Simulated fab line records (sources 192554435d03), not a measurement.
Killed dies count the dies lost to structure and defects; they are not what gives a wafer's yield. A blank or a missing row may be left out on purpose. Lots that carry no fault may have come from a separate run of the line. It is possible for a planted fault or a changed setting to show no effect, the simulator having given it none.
A lot that was struck, set against a sound lot | flow n5_finfet | 15 out of 1938 route steps
Sound: these wafers, L456.1, L456.2, L456.3. Struck: wafer L463.3 (L463.1, L463.2, from the same lot, were not struck and are left out); the cause is given at the end.
At each step with rows: each side's tool, then ch and its chambers, then its first start. Under that, the readings that differ: sound wafers | struck wafers | difference of the means | sigmas: that difference in standard deviations of wafers without a fault.
alike: a reading whose means differ by less than 2 such deviations, as well as words and numbers matching on both sides. not compared: withheld readings; readings where some wafer has no value; bounds like >300 that might hide an equal value; numbers whose values overlap and for which the record gives no deviation.
A row with sigmas, a row that says differs or no value, or rows on one side alone: a step with any of these is where the two part. Numbers that have no deviation but don't overlap get no sigmas and don't part them. Lack of a reading on every wafer of one side parts them only where that side has two or more wafers.

first, 8 steps without rows for these wafers: N5_BEOL_M11_COAT_59 (time 60 s, resist thk 100 nm); N5_BEOL_M11_COAT_60 (time 60 s, resist thk 30 nm); N5_BEOL_M11_COAT_05 (resist thk 90 nm); N5_BEOL_M11_EBR_07; N5_BEOL_M11_SOFTBAKE_06 (time 60 s); N5_BEOL_M11_EXPOSE_08 (exposes mask M11); N5_BEOL_M11_PEB_09 (peb time 60 s); N5_BEOL_M11_DEVELOP_10 (develop time 30 s).
N5_BEOL_M11_CD_MEAS_11: target cd 64.1 nm.
  sound on cd_sem-01 ch 0, day 13 10:05; struck on cd_sem-01 ch 0, day 15 07:01
  alike: cd_nm
N5_BEOL_M11_OVL_MEAS_12:
  sound on overlay-01 ch 0, day 13 10:07; struck on overlay-01 ch 0, day 15 07:02
  alike: M11_OVL
N5_BEOL_M11_INSPECT_13: inspects for defects (brightfield).
  sound: defect_inspect-01 at day 13 10:08; struck: defect_inspect-02 at day 15 07:04
  alike: raw_defect_count
N5_BEOL_M11_DESCUM_16: chemistry O2, time 7.9 s.
  sound on rie_diel-03 ch 0,1,3, day 13 10:10; struck on rie_diel-05 ch 3, day 15 07:06
  reading                         | sound          | struck | difference | sigmas
  rf_hours_counter_h (h)          | 232 238 219    | 62     | -168       |
  showerhead_plenum_p_Torr (Torr) | 1.99 2.04 2.06 | 2.21   | +0.18      | +2
  alike: drypump_motor_current_A, oes_product_au, rf_vpp_V, throttle_valve_pct
N5_BEOL_M11_ETCH_61: etches SiARC in CF4, target depth 39 nm, time 65 s.
  sound on rie_diel-03 ch 0,1,3, day 13 10:13; struck on rie_diel-05 ch 3, day 15 07:08
  reading                         | sound          | struck | difference | sigmas
  etch_rf_on_time_s (s)           | 62.7 64.7 63.8 | 43.7   | -20.0      | -10
  oes_product_au (a.u.)           | 0.60 0.59 0.62 | 0.90   | +0.30      | +5
  rf_hours_counter_h (h)          | 232 238 219    | 62     | -168       |
  showerhead_plenum_p_Torr (Torr) | 2.04 2.11 2.13 | 2.25   | +0.16      | +2
  alike: drypump_motor_current_A, mfc_ar_sccm, rf_vpp_V, throttle_valve_pct
N5_BEOL_M11_ETCH_62: etches SOC in N2/H2, target depth 110 nm, overetch 22 nm, time 165 s.
  sound on rie_diel-03 ch 0,1,3, day 13 10:16; struck on rie_diel-05 ch 3, day 15 07:11
  reading                         | sound          | struck | difference | sigmas
  rf_hours_counter_h (h)          | 232 238 219    | 62     | -168       |
  showerhead_plenum_p_Torr (Torr) | 2.41 2.51 2.52 | 2.69   | +0.21      | +2
  alike: drypump_motor_current_A, oes_product_au, rf_vpp_V, throttle_valve_pct
N5_PASSIVATION_PROBE_49:
  sound: prober-02 at day 15 05:27; struck: prober-01 at day 16 22:38
  reading                  | sound          | struck | difference | sigmas
  defect_limited_yield (%) | 92.4 94.1 93.3 | 90.4   | -2.9       | -2
  killed_dies              | 90 70 79       | 113    | +33        | +2
  killed_open              | 60 49 55       | 77     | +22        | +2
  sort_bin_6_memory (%)    | 2.8 2.3 1.8    | 4.1    | +1.8       | +3
  sort_n_pass              | 1090 1110 1101 | 1067   | -33        | -2
  sort_yield_pct (%)       | 92.4 94.1 93.3 | 90.4   | -2.9       | -2
  alike: killed_at_M0_to_M3, killed_at_M4_up, killed_at_contacts, killed_at_front_end, killed_at_other, killed_short, sort_bin_5_function

== WHERE THEY PART ==
First at N5_BEOL_M11_DESCUM_16; last, within this record, at N5_PASSIVATION_PROBE_49.

WHY: what the simulator had put in
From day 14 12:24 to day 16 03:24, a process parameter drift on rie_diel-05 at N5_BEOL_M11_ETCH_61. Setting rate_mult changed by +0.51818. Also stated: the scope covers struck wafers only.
